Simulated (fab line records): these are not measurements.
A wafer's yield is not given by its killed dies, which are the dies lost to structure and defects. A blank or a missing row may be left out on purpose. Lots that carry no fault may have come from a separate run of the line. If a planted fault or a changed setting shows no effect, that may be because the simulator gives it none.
Which of the tools did it? / flow n5Finfet / 24 lots, 72 wafers sampled, at 5 steps of a route of 1938

== WHAT EACH GAUGE READ, for each wafer ==
N5_BEOL_M2_INSPECT_13: inspects for defects (brightfield).
lot=L074; measured=day 6 14:04; on=defectInspect-02; rawDefectCount=415 317 378
lot=L075; measured=day 7 00:55; on=defectInspect-02; rawDefectCount=398 509 517
lot=L076; measured=day 7 22:15; on=defectInspect-01; rawDefectCount=394 531 497
lot=L077; measured=day 7 22:42; on=defectInspect-02; rawDefectCount=575 607 531
lot=L078; measured=day 7 23:02; on=defectInspect-01; rawDefectCount=353 335 409
lot=L079; measured=day 9 20:01; on=defectInspect-01; rawDefectCount=348 424 369
lot=L080; measured=day 9 20:12; on=defectInspect-02; rawDefectCount=430 421 567
lot=L081; measured=day 9 20:14; on=defectInspect-01; rawDefectCount=308 320 307
lot=L082; measured=day 10 10:25; on=defectInspect-02; rawDefectCount=564 581 512
lot=L083; measured=day 10 16:05; on=defectInspect-02; rawDefectCount=437 488 306
lot=L084; measured=day 10 17:04; on=defectInspect-02; rawDefectCount=278 335 381
lot=L085; measured=day 11 04:58; on=defectInspect-01; rawDefectCount=454 692 395
lot=L086; measured=day 11 07:26; on=defectInspect-01; rawDefectCount=243 226 295
lot=L087; measured=day 11 13:31; on=defectInspect-01; rawDefectCount=419 369 330
lot=L088; measured=day 11 13:22; on=defectInspect-01; rawDefectCount=459 315 498
lot=L089; measured=day 12 17:10; on=defectInspect-02; rawDefectCount=433 345 216
lot=L092; measured=day 12 20:52; on=defectInspect-02; rawDefectCount=385 360 374
lot=L090; measured=day 12 20:27; on=defectInspect-01; rawDefectCount=371 441 441
lot=L091; measured=day 12 22:57; on=defectInspect-02; rawDefectCount=575 430 650
lot=L093; measured=day 13 02:13; on=defectInspect-01; rawDefectCount=393 304 307
lot=L096; measured=day 14 04:26; on=defectInspect-01; rawDefectCount=451 384 381
lot=L095; measured=day 14 04:57; on=defectInspect-02; rawDefectCount=306 296 352
lot=L094; measured=day 14 05:12; on=defectInspect-02; rawDefectCount=429 403 337
lot=L097; measured=day 14 06:23; on=defectInspect-01; rawDefectCount=446 358 376

== TOOL THAT RAN EACH LOT (tool first, then ch and the chambers of the sampled wafers, then the start) ==
lot=L074; N5_BEOL_M1_ETCH_70=rieDiel-02 ch 1,2, day 6 06:32; N5_BEOL_M1_SURFACE_TREAT_85=pvdSputter-01, day 6 08:17; N5_BEOL_M1_ANNEAL_49=pvdSputter-02, day 6 10:33; N5_BEOL_M1_SPUTTER_94=pvdSputter-02, day 6 12:01
lot=L075; N5_BEOL_M1_ETCH_70=rieDiel-03 ch 1,2,3, day 6 19:11; N5_BEOL_M1_SURFACE_TREAT_85=pvdSputter-02, day 6 20:20; N5_BEOL_M1_ANNEAL_49=pvdSputter-02, day 6 20:45; N5_BEOL_M1_SPUTTER_94=pvdSputter-02, day 6 22:13
lot=L076; N5_BEOL_M1_ETCH_70=rieDiel-02 ch 0,2, day 6 19:40; N5_BEOL_M1_SURFACE_TREAT_85=pvdSputter-01, day 6 20:57; N5_BEOL_M1_ANNEAL_49=pvdSputter-03, day 6 22:58; N5_BEOL_M1_SPUTTER_94=pvdSputter-03, day 7 00:26
lot=L077; N5_BEOL_M1_ETCH_70=rieDiel-05 ch 1,2,3, day 7 04:41; N5_BEOL_M1_SURFACE_TREAT_85=pvdSputter-03, day 7 05:49; N5_BEOL_M1_ANNEAL_49=pvdSputter-01, day 7 06:08; N5_BEOL_M1_SPUTTER_94=pvdSputter-01, day 7 07:35
lot=L078; N5_BEOL_M1_ETCH_70=rieDiel-02 ch 1,2, day 7 04:41; N5_BEOL_M1_SURFACE_TREAT_85=pvdSputter-01, day 7 05:49; N5_BEOL_M1_ANNEAL_49=pvdSputter-03, day 7 06:20; N5_BEOL_M1_SPUTTER_94=pvdSputter-03, day 7 07:47
lot=L079; N5_BEOL_M1_ETCH_70=rieDiel-02 ch 1,2, day 8 13:52; N5_BEOL_M1_SURFACE_TREAT_85=pvdSputter-03, day 8 15:09; N5_BEOL_M1_ANNEAL_49=pvdSputter-03, day 8 15:31; N5_BEOL_M1_SPUTTER_94=pvdSputter-03, day 8 16:59
lot=L080; N5_BEOL_M1_ETCH_70=rieDiel-03 ch 0,2,3, day 8 14:19; N5_BEOL_M1_SURFACE_TREAT_85=pvdSputter-02, day 8 15:18; N5_BEOL_M1_ANNEAL_49=pvdSputter-03, day 8 17:24; N5_BEOL_M1_SPUTTER_94=pvdSputter-03, day 8 18:52
lot=L081; N5_BEOL_M1_ETCH_70=rieDiel-02 ch 1,2,3, day 8 14:37; N5_BEOL_M1_SURFACE_TREAT_85=pvdSputter-03, day 8 17:17; N5_BEOL_M1_ANNEAL_49=pvdSputter-01, day 8 17:38; N5_BEOL_M1_SPUTTER_94=pvdSputter-01, day 8 19:05
lot=L082; N5_BEOL_M1_ETCH_70=rieDiel-02 ch 0,2,3, day 10 04:50; N5_BEOL_M1_SURFACE_TREAT_85=pvdSputter-01, day 10 06:15; N5_BEOL_M1_ANNEAL_49=pvdSputter-01, day 10 06:36; N5_BEOL_M1_SPUTTER_94=pvdSputter-01, day 10 08:04
lot=L083; N5_BEOL_M1_ETCH_70=rieDiel-02 ch 0,2,3, day 10 08:32; N5_BEOL_M1_SURFACE_TREAT_85=pvdSputter-02, day 10 09:43; N5_BEOL_M1_ANNEAL_49=pvdSputter-02, day 10 11:55; N5_BEOL_M1_SPUTTER_94=pvdSputter-02, day 10 13:22
lot=L084; N5_BEOL_M1_ETCH_70=rieDiel-02 ch 0,1,2, day 10 11:41; N5_BEOL_M1_SURFACE_TREAT_85=pvdSputter-01, day 10 13:10; N5_BEOL_M1_ANNEAL_49=pvdSputter-01, day 10 13:31; N5_BEOL_M1_SPUTTER_94=pvdSputter-01, day 10 14:58
lot=L085; N5_BEOL_M1_ETCH_70=rieDiel-03 ch 1,3, day 10 22:32; N5_BEOL_M1_SURFACE_TREAT_85=pvdSputter-03, day 10 23:39; N5_BEOL_M1_ANNEAL_49=pvdSputter-03, day 11 00:05; N5_BEOL_M1_SPUTTER_94=pvdSputter-03, day 11 01:33
lot=L086; N5_BEOL_M1_ETCH_70=rieDiel-05 ch 0,1,2, day 11 00:59; N5_BEOL_M1_SURFACE_TREAT_85=pvdSputter-03, day 11 02:26; N5_BEOL_M1_ANNEAL_49=pvdSputter-02, day 11 03:02; N5_BEOL_M1_SPUTTER_94=pvdSputter-02, day 11 04:30
lot=L087; N5_BEOL_M1_ETCH_70=rieDiel-03 ch 0,2, day 11 03:53; N5_BEOL_M1_SURFACE_TREAT_85=pvdSputter-03, day 11 05:23; N5_BEOL_M1_ANNEAL_49=pvdSputter-03, day 11 05:45; N5_BEOL_M1_SPUTTER_94=pvdSputter-03, day 11 07:13
lot=L088; N5_BEOL_M1_ETCH_70=rieDiel-03 ch 1,3, day 11 04:21; N5_BEOL_M1_SURFACE_TREAT_85=pvdSputter-03, day 11 05:21; N5_BEOL_M1_ANNEAL_49=pvdSputter-02, day 11 05:41; N5_BEOL_M1_SPUTTER_94=pvdSputter-02, day 11 07:08
lot=L089; N5_BEOL_M1_ETCH_70=rieDiel-05 ch 2,3, day 12 10:47; N5_BEOL_M1_SURFACE_TREAT_85=pvdSputter-02, day 12 12:34; N5_BEOL_M1_ANNEAL_49=pvdSputter-03, day 12 12:55; N5_BEOL_M1_SPUTTER_94=pvdSputter-03, day 12 14:22
lot=L092; N5_BEOL_M1_ETCH_70=rieDiel-02 ch 0,2,3, day 12 14:43; N5_BEOL_M1_SURFACE_TREAT_85=pvdSputter-03, day 12 16:17; N5_BEOL_M1_ANNEAL_49=pvdSputter-03, day 12 16:35; N5_BEOL_M1_SPUTTER_94=pvdSputter-03, day 12 18:03
lot=L090; N5_BEOL_M1_ETCH_70=rieDiel-02 ch 2,3, day 12 15:05; N5_BEOL_M1_SURFACE_TREAT_85=pvdSputter-03, day 12 16:20; N5_BEOL_M1_ANNEAL_49=pvdSputter-01, day 12 16:48; N5_BEOL_M1_SPUTTER_94=pvdSputter-01, day 12 18:16
lot=L091; N5_BEOL_M1_ETCH_70=rieDiel-05 ch 2,3, day 12 15:34; N5_BEOL_M1_SURFACE_TREAT_85=pvdSputter-02, day 12 17:01; N5_BEOL_M1_ANNEAL_49=pvdSputter-02, day 12 17:28; N5_BEOL_M1_SPUTTER_94=pvdSputter-02, day 12 18:56
lot=L093; N5_BEOL_M1_ETCH_70=rieDiel-05 ch 0,1,3, day 12 18:56; N5_BEOL_M1_SURFACE_TREAT_85=pvdSputter-02, day 12 19:53; N5_BEOL_M1_ANNEAL_49=pvdSputter-03, day 12 20:16; N5_BEOL_M1_SPUTTER_94=pvdSputter-03, day 12 21:44
lot=L096; N5_BEOL_M1_ETCH_70=rieDiel-05 ch 0,2,3, day 13 22:34; N5_BEOL_M1_SURFACE_TREAT_85=pvdSputter-01, day 13 23:27; N5_BEOL_M1_ANNEAL_49=pvdSputter-01, day 13 23:45; N5_BEOL_M1_SPUTTER_94=pvdSputter-01, day 14 01:13
lot=L095; N5_BEOL_M1_ETCH_70=rieDiel-02 ch 0,2,3, day 13 22:34; N5_BEOL_M1_SURFACE_TREAT_85=pvdSputter-03, day 13 23:28; N5_BEOL_M1_ANNEAL_49=pvdSputter-02, day 13 23:46; N5_BEOL_M1_SPUTTER_94=pvdSputter-02, day 14 01:14
lot=L094; N5_BEOL_M1_ETCH_70=rieDiel-05 ch 1,2, day 13 23:22; N5_BEOL_M1_SURFACE_TREAT_85=pvdSputter-03, day 14 00:17; N5_BEOL_M1_ANNEAL_49=pvdSputter-03, day 14 00:39; N5_BEOL_M1_SPUTTER_94=pvdSputter-03, day 14 02:07
lot=L097; N5_BEOL_M1_ETCH_70=rieDiel-02 ch 1,2,3, day 13 23:49; N5_BEOL_M1_SURFACE_TREAT_85=pvdSputter-02, day 14 01:32; N5_BEOL_M1_ANNEAL_49=pvdSputter-01, day 14 01:55; N5_BEOL_M1_SPUTTER_94=pvdSputter-01, day 14 03:22
- N5_BEOL_M1_ETCH_70: etches SOC in N2/H2, target depth 80 nm, overetch 16 nm, time 120 s.
- N5_BEOL_M1_SURFACE_TREAT_85
- N5_BEOL_M1_ANNEAL_49: time 240 s.
- N5_BEOL_M1_SPUTTER_94: material Cu, target thk 4.5 nm, time 8.29 s.

== AS READ BY THE TOOLS THEMSELVES (means over the sampled wafers that have a number; for cases with no such wafer, the mark the record gives instead) ==
N5_BEOL_M1_ETCH_70.
lot=L074; tool=rieDiel-02; biasW (W)=150.0; drypumpMotorCurrentA (A)=5.9; n2FlowSccm (sccm)=199.9; oesProductAu (a.u.)=0.64; rfVppV (V)=521.4; showerheadPlenumPTorr (Torr)=2.47; throttleValvePct (%)=17.88
lot=L075; tool=rieDiel-03; biasW (W)=150.3; drypumpMotorCurrentA (A)=5.7; n2FlowSccm (sccm)=200.0; oesProductAu (a.u.)=0.55; rfVppV (V)=523.5; showerheadPlenumPTorr (Torr)=2.54; throttleValvePct (%)=18.01
lot=L076; tool=rieDiel-02; biasW (W)=150.0; drypumpMotorCurrentA (A)=5.2; n2FlowSccm (sccm)=200.3; oesProductAu (a.u.)=0.57; rfVppV (V)=524.3; showerheadPlenumPTorr (Torr)=2.56; throttleValvePct (%)=18.04
lot=L077; tool=rieDiel-05; biasW (W)=150.3; drypumpMotorCurrentA (A)=6.0; n2FlowSccm (sccm)=200.4; oesProductAu (a.u.)=0.67; rfVppV (V)=522.8; showerheadPlenumPTorr (Torr)=2.54; throttleValvePct (%)=17.77
lot=L078; tool=rieDiel-02; biasW (W)=150.7; drypumpMotorCurrentA (A)=5.9; n2FlowSccm (sccm)=200.0; oesProductAu (a.u.)=0.63; rfVppV (V)=521.3; showerheadPlenumPTorr (Torr)=2.47; throttleValvePct (%)=17.88
lot=L079; tool=rieDiel-02; biasW (W)=150.0; drypumpMotorCurrentA (A)=5.7; n2FlowSccm (sccm)=199.4; oesProductAu (a.u.)=0.60; rfVppV (V)=521.6; showerheadPlenumPTorr (Torr)=2.45; throttleValvePct (%)=17.99
lot=L080; tool=rieDiel-03; biasW (W)=150.3; drypumpMotorCurrentA (A)=5.7; n2FlowSccm (sccm)=199.4; oesProductAu (a.u.)=0.57; rfVppV (V)=525.2; showerheadPlenumPTorr (Torr)=2.58; throttleValvePct (%)=17.95
lot=L081; tool=rieDiel-02; biasW (W)=149.9; drypumpMotorCurrentA (A)=5.9; n2FlowSccm (sccm)=200.2; oesProductAu (a.u.)=0.60; rfVppV (V)=520.8; showerheadPlenumPTorr (Torr)=2.45; throttleValvePct (%)=17.92
lot=L082; tool=rieDiel-02; biasW (W)=150.2; drypumpMotorCurrentA (A)=5.6; n2FlowSccm (sccm)=199.6; oesProductAu (a.u.)=0.65; rfVppV (V)=522.1; showerheadPlenumPTorr (Torr)=2.50; throttleValvePct (%)=17.81
lot=L083; tool=rieDiel-02; biasW (W)=150.2; drypumpMotorCurrentA (A)=5.6; n2FlowSccm (sccm)=200.1; oesProductAu (a.u.)=0.65; rfVppV (V)=523.1; showerheadPlenumPTorr (Torr)=2.50; throttleValvePct (%)=17.80
lot=L084; tool=rieDiel-02; biasW (W)=150.1; drypumpMotorCurrentA (A)=5.5; n2FlowSccm (sccm)=200.5; oesProductAu (a.u.)=0.66; rfVppV (V)=522.1; showerheadPlenumPTorr (Torr)=2.50; throttleValvePct (%)=17.87
lot=L085; tool=rieDiel-03; biasW (W)=150.0; drypumpMotorCurrentA (A)=5.6; n2FlowSccm (sccm)=199.6; oesProductAu (a.u.)=0.55; rfVppV (V)=524.7; showerheadPlenumPTorr (Torr)=2.57; throttleValvePct (%)=18.18
lot=L086; tool=rieDiel-05; biasW (W)=149.7; drypumpMotorCurrentA (A)=5.8; n2FlowSccm (sccm)=200.4; oesProductAu (a.u.)=0.64; rfVppV (V)=524.2; showerheadPlenumPTorr (Torr)=2.53; throttleValvePct (%)=17.67
lot=L087; tool=rieDiel-03; biasW (W)=150.1; drypumpMotorCurrentA (A)=5.8; n2FlowSccm (sccm)=199.8; oesProductAu (a.u.)=0.56; rfVppV (V)=522.4; showerheadPlenumPTorr (Torr)=2.50; throttleValvePct (%)=17.95
lot=L088; tool=rieDiel-03; biasW (W)=150.5; drypumpMotorCurrentA (A)=5.5; n2FlowSccm (sccm)=199.3; oesProductAu (a.u.)=0.54; rfVppV (V)=525.0; showerheadPlenumPTorr (Torr)=2.59; throttleValvePct (%)=18.08
lot=L089; tool=rieDiel-05; biasW (W)=150.4; drypumpMotorCurrentA (A)=6.3; n2FlowSccm (sccm)=200.0; oesProductAu (a.u.)=0.61; rfVppV (V)=523.5; showerheadPlenumPTorr (Torr)=2.52; throttleValvePct (%)=17.97
lot=L092; tool=rieDiel-02; biasW (W)=150.3; drypumpMotorCurrentA (A)=5.6; n2FlowSccm (sccm)=200.4; oesProductAu (a.u.)=0.63; rfVppV (V)=522.2; showerheadPlenumPTorr (Torr)=2.49; throttleValvePct (%)=17.82
lot=L090; tool=rieDiel-02; biasW (W)=149.9; drypumpMotorCurrentA (A)=6.0; n2FlowSccm (sccm)=199.8; oesProductAu (a.u.)=0.60; rfVppV (V)=521.6; showerheadPlenumPTorr (Torr)=2.45; throttleValvePct (%)=17.88
lot=L091; tool=rieDiel-05; biasW (W)=149.9; drypumpMotorCurrentA (A)=6.3; n2FlowSccm (sccm)=199.2; oesProductAu (a.u.)=0.61; rfVppV (V)=523.1; showerheadPlenumPTorr (Torr)=2.52; throttleValvePct (%)=17.98
lot=L093; tool=rieDiel-05; biasW (W)=149.8; drypumpMotorCurrentA (A)=5.9; n2FlowSccm (sccm)=200.6; oesProductAu (a.u.)=0.59; rfVppV (V)=524.4; showerheadPlenumPTorr (Torr)=2.53; throttleValvePct (%)=17.83
lot=L096; tool=rieDiel-05; biasW (W)=149.7; drypumpMotorCurrentA (A)=6.1; n2FlowSccm (sccm)=199.9; oesProductAu (a.u.)=0.59; rfVppV (V)=522.9; showerheadPlenumPTorr (Torr)=2.50; throttleValvePct (%)=17.88
lot=L095; tool=rieDiel-02; biasW (W)=149.8; drypumpMotorCurrentA (A)=5.6; n2FlowSccm (sccm)=199.4; oesProductAu (a.u.)=0.63; rfVppV (V)=523.3; showerheadPlenumPTorr (Torr)=2.49; throttleValvePct (%)=17.85
lot=L094; tool=rieDiel-05; biasW (W)=150.2; drypumpMotorCurrentA (A)=5.7; n2FlowSccm (sccm)=200.1; oesProductAu (a.u.)=0.65; rfVppV (V)=524.2; showerheadPlenumPTorr (Torr)=2.55; throttleValvePct (%)=17.68
lot=L097; tool=rieDiel-02; biasW (W)=150.1; drypumpMotorCurrentA (A)=5.9; n2FlowSccm (sccm)=199.7; oesProductAu (a.u.)=0.58; rfVppV (V)=521.4; showerheadPlenumPTorr (Torr)=2.43; throttleValvePct (%)=17.97

N5_BEOL_M1_ANNEAL_49.
lot=L074; tool=pvdSputter-02; heaterPowerW (W)=895
lot=L075; tool=pvdSputter-02; heaterPowerW (W)=876
lot=L076; tool=pvdSputter-03; heaterPowerW (W)=773
lot=L077; tool=pvdSputter-01; heaterPowerW (W)=918
lot=L078; tool=pvdSputter-03; heaterPowerW (W)=786
lot=L079; tool=pvdSputter-03; heaterPowerW (W)=769
lot=L080; tool=pvdSputter-03; heaterPowerW (W)=777
lot=L081; tool=pvdSputter-01; heaterPowerW (W)=980
lot=L082; tool=pvdSputter-01; heaterPowerW (W)=930
lot=L083; tool=pvdSputter-02; heaterPowerW (W)=925
lot=L084; tool=pvdSputter-01; heaterPowerW (W)=914
lot=L085; tool=pvdSputter-03; heaterPowerW (W)=716
lot=L086; tool=pvdSputter-02; heaterPowerW (W)=869
lot=L087; tool=pvdSputter-03; heaterPowerW (W)=759
lot=L088; tool=pvdSputter-02; heaterPowerW (W)=919
lot=L089; tool=pvdSputter-03; heaterPowerW (W)=742
lot=L092; tool=pvdSputter-03; heaterPowerW (W)=784
lot=L090; tool=pvdSputter-01; heaterPowerW (W)=886
lot=L091; tool=pvdSputter-02; heaterPowerW (W)=876
lot=L093; tool=pvdSputter-03; heaterPowerW (W)=738
lot=L096; tool=pvdSputter-01; heaterPowerW (W)=916
lot=L095; tool=pvdSputter-02; heaterPowerW (W)=916
lot=L094; tool=pvdSputter-03; heaterPowerW (W)=808
lot=L097; tool=pvdSputter-01; heaterPowerW (W)=931

N5_BEOL_M1_SPUTTER_94.
lot=L074; tool=pvdSputter-02; chamberPressurePa (Pa)=0.06992; throttleValvePct (%)=29.0
lot=L075; tool=pvdSputter-02; chamberPressurePa (Pa)=0.06999; throttleValvePct (%)=29.9
lot=L076; tool=pvdSputter-03; chamberPressurePa (Pa)=0.07009; throttleValvePct (%)=29.1
lot=L077; tool=pvdSputter-01; chamberPressurePa (Pa)=0.06995; throttleValvePct (%)=29.3
lot=L078; tool=pvdSputter-03; chamberPressurePa (Pa)=0.07012; throttleValvePct (%)=28.3
lot=L079; tool=pvdSputter-03; chamberPressurePa (Pa)=0.06992; throttleValvePct (%)=28.6
lot=L080; tool=pvdSputter-03; chamberPressurePa (Pa)=0.07008; throttleValvePct (%)=29.3
lot=L081; tool=pvdSputter-01; chamberPressurePa (Pa)=0.06985; throttleValvePct (%)=30.3
lot=L082; tool=pvdSputter-01; chamberPressurePa (Pa)=0.07003; throttleValvePct (%)=29.6
lot=L083; tool=pvdSputter-02; chamberPressurePa (Pa)=0.06991; throttleValvePct (%)=29.4
lot=L084; tool=pvdSputter-01; chamberPressurePa (Pa)=0.06995; throttleValvePct (%)=29.5
lot=L085; tool=pvdSputter-03; chamberPressurePa (Pa)=0.07010; throttleValvePct (%)=29.6
lot=L086; tool=pvdSputter-02; chamberPressurePa (Pa)=0.07001; throttleValvePct (%)=30.1
lot=L087; tool=pvdSputter-03; chamberPressurePa (Pa)=0.07010; throttleValvePct (%)=29.5
lot=L088; tool=pvdSputter-02; chamberPressurePa (Pa)=0.06997; throttleValvePct (%)=29.7
lot=L089; tool=pvdSputter-03; chamberPressurePa (Pa)=0.06997; throttleValvePct (%)=28.3
lot=L092; tool=pvdSputter-03; chamberPressurePa (Pa)=0.07010; throttleValvePct (%)=29.5
lot=L090; tool=pvdSputter-01; chamberPressurePa (Pa)=0.07012; throttleValvePct (%)=28.7
lot=L091; tool=pvdSputter-02; chamberPressurePa (Pa)=0.07001; throttleValvePct (%)=30.2
lot=L093; tool=pvdSputter-03; chamberPressurePa (Pa)=0.07002; throttleValvePct (%)=29.7
lot=L096; tool=pvdSputter-01; chamberPressurePa (Pa)=0.07000; throttleValvePct (%)=29.9
lot=L095; tool=pvdSputter-02; chamberPressurePa (Pa)=0.07008; throttleValvePct (%)=29.8
lot=L094; tool=pvdSputter-03; chamberPressurePa (Pa)=0.06988; throttleValvePct (%)=28.5
lot=L097; tool=pvdSputter-01; chamberPressurePa (Pa)=0.07007; throttleValvePct (%)=30.3

== THE ANSWER, worked out from the rows above alone ==
Rule: usual is defined by the lots themselves. The widest of any qualifying gaps counts: lots, ordered by their means at a reading, are off when they make up no more than a third of the lots, leave a main group of 4 or more, and stand apart from it by 3 or more times the standard deviation of that group's means. If all means in a main group match to the digits the tables above print for the reading, that group is not used. Also off: a lot with no number at a reading for which 4 or more lots have one. Where the step has rows for the other lots, those lots are counted as sound. Order of review: gauges by route order, followed by the tools' own readings, for which a lot's mean as printed above is used. At the first step where some lot is off, the reading lying furthest off is the one used; lots without a number count as furthest.
Nothing can be told from this: no lot is off at any reading shown.

== WHAT THE SIMULATOR HAD PUT IN ==
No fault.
